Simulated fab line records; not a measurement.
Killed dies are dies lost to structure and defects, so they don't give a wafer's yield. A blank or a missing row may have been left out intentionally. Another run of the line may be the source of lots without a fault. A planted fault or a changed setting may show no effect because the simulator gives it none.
The tool behind it: which one? ; flow n5Finfet ; 12 lots, 29 wafers sampled, at 4 steps of a route of 1938

== WHAT THE GAUGES SHOWED, per wafer ==
N5_BEOL_M10_OCD_MEAS_38. Usual: trenchDepthNm at 148 nm, with a standard deviation of 3.4.
lot;measured;on;trenchDepthNm (nm);flag
L188;day 10 11:52;ocd-01;150 144 152;
L190;day 10 14:25;ocd-02;146 151 151;
L187;day 11 03:44;ocd-01;152 149 143;
L192;day 11 07:30;ocd-01;148 154;
L193;day 11 10:14;ocd-01;153 146;
L199;day 13 05:16;ocd-01;150 143;
L198;day 13 05:44;ocd-01;141 150;
L200;day 13 13:11;ocd-01;150 143;
L204;day 14 05:31;ocd-02;144 144 149;
L203;day 14 16:10;ocd-02;144 149;
L208;day 15 05:35;ocd-01;149 152 146;
L210;day 15 20:06;ocd-01;147 148;

== WHAT TOOL EACH LOT RAN ON (gives the tool, then ch and the chambers of the sampled wafers, and finally the start) ==
lot;N5_BEOL_M10_ETCH_62;N5_BEOL_M10_STRIP_67;N5_BEOL_M10_ETCH_65
L188;rieDiel-03 ch 1,2, day 10 09:06;rieDiel-03 ch 1,2, day 10 09:15;rieDiel-03 ch 2,3, day 10 11:24
L190;rieDiel-05 ch 0,3, day 10 12:15;rieDiel-05 ch 0,3, day 10 12:24;rieDiel-03 ch 1,2,3, day 10 13:58
L187;rieDiel-03 ch 0,2,3, day 11 02:20;rieDiel-03 ch 0,2,3, day 11 02:29;rieDiel-06 ch 0,2,3, day 11 03:17
L192;rieDiel-06 ch 0,3, day 11 05:13;rieDiel-06 ch 0,3, day 11 05:21;rieDiel-05 ch 1,2, day 11 07:02
L193;rieDiel-03 ch 3, day 11 08:31;rieDiel-03 ch 3, day 11 08:40;rieDiel-05 ch 1,2, day 11 09:46
L199;rieDiel-03 ch 1,2, day 13 00:45;rieDiel-03 ch 1,2, day 13 00:53;rieDiel-06 ch 0,3, day 13 04:49
L198;rieDiel-05 ch 1,2, day 13 02:10;rieDiel-05 ch 1,2, day 13 02:19;rieDiel-05 ch 2,3, day 13 05:16
L200;rieDiel-03 ch 0,2, day 13 10:22;rieDiel-03 ch 0,2, day 13 10:30;rieDiel-03 ch 2,3, day 13 12:44
L204;rieDiel-05 ch 0,2,3, day 14 03:07;rieDiel-05 ch 0,2,3, day 14 03:15;rieDiel-06 ch 1,2, day 14 05:03
L203;rieDiel-05 ch 0,1, day 14 13:40;rieDiel-05 ch 0,1, day 14 13:48;rieDiel-06 ch 1,2, day 14 15:42
L208;rieDiel-05 ch 2,3, day 15 03:17;rieDiel-05 ch 2,3, day 15 03:26;rieDiel-06 ch 0,1,3, day 15 05:08
L210;rieDiel-05 ch 2, day 15 16:50;rieDiel-05 ch 2, day 15 16:58;rieDiel-05 ch 1,2, day 15 19:38
- N5_BEOL_M10_ETCH_62: etches SOC in N2/H2, target depth 110 nm, overetch 22 nm, time 165 s.
- N5_BEOL_M10_STRIP_67: strips in CF4.
- N5_BEOL_M10_ETCH_65: etches SiARC in CF4, target depth 39 nm, time 65 s.

== WHAT THE TOOLS THEMSELVES READ (means of the sampled wafers that have a number; where no wafer has one, the mark that the record gives instead) ==
N5_BEOL_M10_ETCH_62. Usual: drypumpMotorCurrentA 5.5 A, standard deviation 0.5; h2FlowSccm 200.0 sccm, standard deviation 0.57; oesProductAu 0.70 a.u., standard deviation 0.07; rfVppV 523.1 V, standard deviation 1.9; showerheadPlenumPTorr 2.51 Torr, standard deviation 0.072; throttleValvePct 17.84 %, standard deviation 0.17.
lot;tool;drypumpMotorCurrentA (A);h2FlowSccm (sccm);oesProductAu (a.u.);rfVppV (V);showerheadPlenumPTorr (Torr);throttleValvePct (%);flag
L188;rieDiel-03;5.8;200.1;0.74;525.4;2.56;17.83;
L190;rieDiel-05;6.0;199.9;0.68;522.2;2.47;17.85;
L187;rieDiel-03;5.9;200.0;0.77;523.8;2.58;17.92;
L192;rieDiel-06;5.0;199.4;0.65;525.5;2.60;17.84;
L193;rieDiel-03;5.5;200.6;0.79;525.2;2.63;17.96;
L199;rieDiel-03;5.8;199.8;0.71;522.2;2.52;17.84;
L198;rieDiel-05;4.9;200.3;0.64;522.5;2.48;17.82;
L200;rieDiel-03;6.0;199.5;0.72;523.4;2.54;17.95;
L204;rieDiel-05;5.6;199.6;0.62;520.8;2.45;17.98;
L203;rieDiel-05;5.5;200.2;0.68;522.0;2.50;17.73;
L208;rieDiel-05;5.2;200.2;0.67;521.0;2.43;17.93;
L210;rieDiel-05;4.8;199.4;0.59;520.8;2.39;17.98;

N5_BEOL_M10_STRIP_67. Usual: drypumpMotorCurrentA 5.5 A, standard deviation 0.5; oesProductAu 0.82 a.u., standard deviation 0.083; rfVppV 270.7 V, standard deviation 1.3; showerheadPlenumPTorr 1.78 Torr, standard deviation 0.04; throttleValvePct 13.56 %, standard deviation 0.2.
lot;tool;drypumpMotorCurrentA (A);oesProductAu (a.u.);rfVppV (V);showerheadPlenumPTorr (Torr);throttleValvePct (%);flag
L188;rieDiel-03;5.8;0.87;271.3;1.78;13.25;
L190;rieDiel-05;6.0;0.80;270.5;1.76;13.73;
L187;rieDiel-03;5.8;0.91;270.8;1.81;13.44;
L192;rieDiel-06;5.0;0.77;271.9;1.83;13.54;
L193;rieDiel-03;5.5;0.93;273.9;1.85;13.46;
L199;rieDiel-03;5.8;0.85;271.9;1.77;13.34;
L198;rieDiel-05;4.9;0.76;271.5;1.75;13.59;
L200;rieDiel-03;6.0;0.85;271.5;1.79;13.48;
L204;rieDiel-05;5.6;0.73;270.5;1.74;13.83;
L203;rieDiel-05;5.5;0.80;271.1;1.77;13.59;
L208;rieDiel-05;5.3;0.79;269.6;1.72;13.67;
L210;rieDiel-05;4.8;0.69;270.1;1.70;13.82;

N5_BEOL_M10_ETCH_65. Usual: drypumpMotorCurrentA 5.4 A, standard deviation 0.53; etchRfOnTimeS 65.7 s, standard deviation 2.3; oesProductAu 0.70 a.u., standard deviation 0.072; rfVppV 183.8 V, standard deviation 0.9; showerheadPlenumPTorr 2.12 Torr, standard deviation 0.049; throttleValvePct 15.61 %, standard deviation 0.19.
lot;tool;drypumpMotorCurrentA (A);etchRfOnTimeS (s);oesProductAu (a.u.);rfVppV (V);showerheadPlenumPTorr (Torr);throttleValvePct (%);flag
L188;rieDiel-03;5.7;65.7;0.77;184.3;2.17;15.34;
L190;rieDiel-03;5.7;64.6;0.77;183.9;2.14;15.39;
L187;rieDiel-06;4.9;65.7;0.70;184.1;2.17;15.60;
L192;rieDiel-05;4.9;64.2;0.66;183.9;2.10;15.59;
L193;rieDiel-05;4.9;46.4;0.80;184.4;2.10;15.61;OFF
L199;rieDiel-06;5.0;65.2;0.64;184.6;2.19;15.68;
L198;rieDiel-05;5.4;48.0;0.72;183.1;2.08;15.86;OFF
L200;rieDiel-03;5.7;66.8;0.72;184.5;2.17;15.41;
L204;rieDiel-06;5.5;67.0;0.75;183.2;2.10;15.60;
L203;rieDiel-06;5.3;66.3;0.74;183.7;2.09;15.61;
L208;rieDiel-06;5.3;65.8;0.75;184.3;2.16;15.51;
L210;rieDiel-05;4.9;64.8;0.63;182.0;2.09;15.66;

== THE ANSWER, worked out from the rows above alone ==
Rule: a lot counts as off when the mean over its wafers that have a number is more than 3 standard deviations away from the usual mean. A lot without any number at a reading at which 4 lots or more have one is off too. All remaining lots with rows at the step are treated as sound. The gauges are gone through in route order, then the tools' own readings, and for those a lot's mean is taken as printed above. The first step at which some lot is off is used, and at that step the reading that is off furthest; a lot without a number counts as furthest.
Off: L193, L198, at N5_BEOL_M10_ETCH_65 (etchRfOnTimeS).
If a tool, at that step or one of the process steps before it, ran each lot that is off and ran no sound lot following the first of them, it fits. None of those tried fits.

== WHAT THE SIMULATOR HAD INSERTED ==
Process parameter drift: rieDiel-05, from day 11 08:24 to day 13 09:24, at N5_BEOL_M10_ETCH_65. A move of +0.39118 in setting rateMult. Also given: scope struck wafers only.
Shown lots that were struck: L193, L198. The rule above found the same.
